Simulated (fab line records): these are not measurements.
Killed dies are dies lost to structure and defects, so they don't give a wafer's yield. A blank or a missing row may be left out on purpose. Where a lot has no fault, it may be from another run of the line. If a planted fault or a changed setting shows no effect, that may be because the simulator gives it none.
A struck lot beside a sound one / flow n5-finfet / 15 out of 1938 route steps
Sound: these wafers, L398.1, L398.4, L398.6. Struck: wafer L411.6; the same lot's L411.3 was not struck, so it is left out; see the end for the cause.
At each step with rows: each side's tool, then ch and its chambers, then its first start. Under that, the readings that differ: sound wafers / struck wafers / difference of the means / sigmas: that difference in standard deviations of wafers without a fault.
alike: readings whose means differ by less than 2 such deviations, and words and numbers that are the same on both sides. not compared: withheld readings, readings that some wafer has no value for, bounds like >300 that may hide the same value, and numbers for which the record gives no deviation and whose values overlap.
The two part at a step that has a row with sigmas, a row that says differs or no value, or rows on one side only. Numbers that have no deviation but don't overlap get no sigmas and don't part them. A reading missing from all wafers of one side parts the sides only when that side holds two or more wafers.

first, 8 steps without rows for these wafers: N5_FIN_SAQP_COAT_49 (time 60 s, resist thk 100 nm); N5_FIN_SAQP_COAT_50 (time 60 s, resist thk 35 nm); N5_FIN_SAQP_COAT_10 (resist thk 90 nm); N5_FIN_SAQP_EBR_12; N5_FIN_SAQP_SOFTBAKE_11 (time 60 s); N5_FIN_SAQP_EXPOSE_13 (exposes mask FIN CORE, target cd 35.6 nm); N5_FIN_SAQP_PEB_14 (peb time 60 s); N5_FIN_SAQP_DEVELOP_15 (develop time 30 s).
N5_FIN_SAQP_CD_MEAS_16: the cd target is 35.6 nm.
  sound on cd-sem-02 ch 0, day 4 09:53; struck on cd-sem-01 ch 0, day 7 19:35
  alike: cd-nm
N5_FIN_SAQP_OVL_MEAS_17:
  sound on overlay-01 ch 0, day 4 09:56; struck on overlay-01 ch 0, day 7 19:38
  alike: FIN_CORE_OVL
N5_FIN_SAQP_INSPECT_18: inspects for defects (brightfield).
  struck on defect-inspect-01, day 7 19:39; sound on defect-inspect-02, day 4 09:58
  alike: raw-defect-count
N5_FIN_SAQP_DESCUM_21: chemistry O2, time 7.9 s.
  sound on rie-diel-01 ch 1,2, day 4 10:19; struck on rie-diel-01 ch 0, day 7 19:41
  alike: drypump-motor-current-A, o2-flow-sccm, oes-product-au, rf-vpp-V, showerhead-plenum-p-Torr, throttle-valve-pct
  not compared: rf-hours-counter-h
N5_FIN_SAQP_ETCH_51: etches SiARC in CF4, target depth 45.5 nm, time 75.8 s.
  sound on rie-diel-01 ch 1,2, day 4 10:21; struck on rie-diel-01 ch 0, day 7 19:43
reading=etch-rf-on-time-s (s); sound=77.7 78.5 75.9; struck=53.8; difference=-23.6; sigmas=-20
reading=oes-product-au (a.u.); sound=0.58 0.57 0.82; struck=0.85; difference=+0.19; sigmas=+2
  alike: drypump-motor-current-A, rf-vpp-V, showerhead-plenum-p-Torr, throttle-valve-pct
  not compared: rf-hours-counter-h
N5_FIN_SAQP_ETCH_52: etches SOC in N2/H2, target depth 100 nm, overetch 20 nm, time 150 s.
  sound on rie-diel-01 ch 1,2, day 4 10:25; struck on rie-diel-01 ch 0, day 7 19:47
  alike: drypump-motor-current-A, oes-product-au, rf-vpp-V, showerhead-plenum-p-Torr, throttle-valve-pct
  not compared: rf-hours-counter-h
after that, 1 step had no rows for these wafers: N5_PASSIVATION_PROBE_49.

== WHERE THEY PART ==
Within this record, at N5_FIN_SAQP_ETCH_51 only. Later steps at which nothing parts them and some readings are alike: N5_FIN_SAQP_ETCH_52.

WHY: whatever the simulator had introduced
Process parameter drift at N5_FIN_SAQP_ETCH_51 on rie-diel-01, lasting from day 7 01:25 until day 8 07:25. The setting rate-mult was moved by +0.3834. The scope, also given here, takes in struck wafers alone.
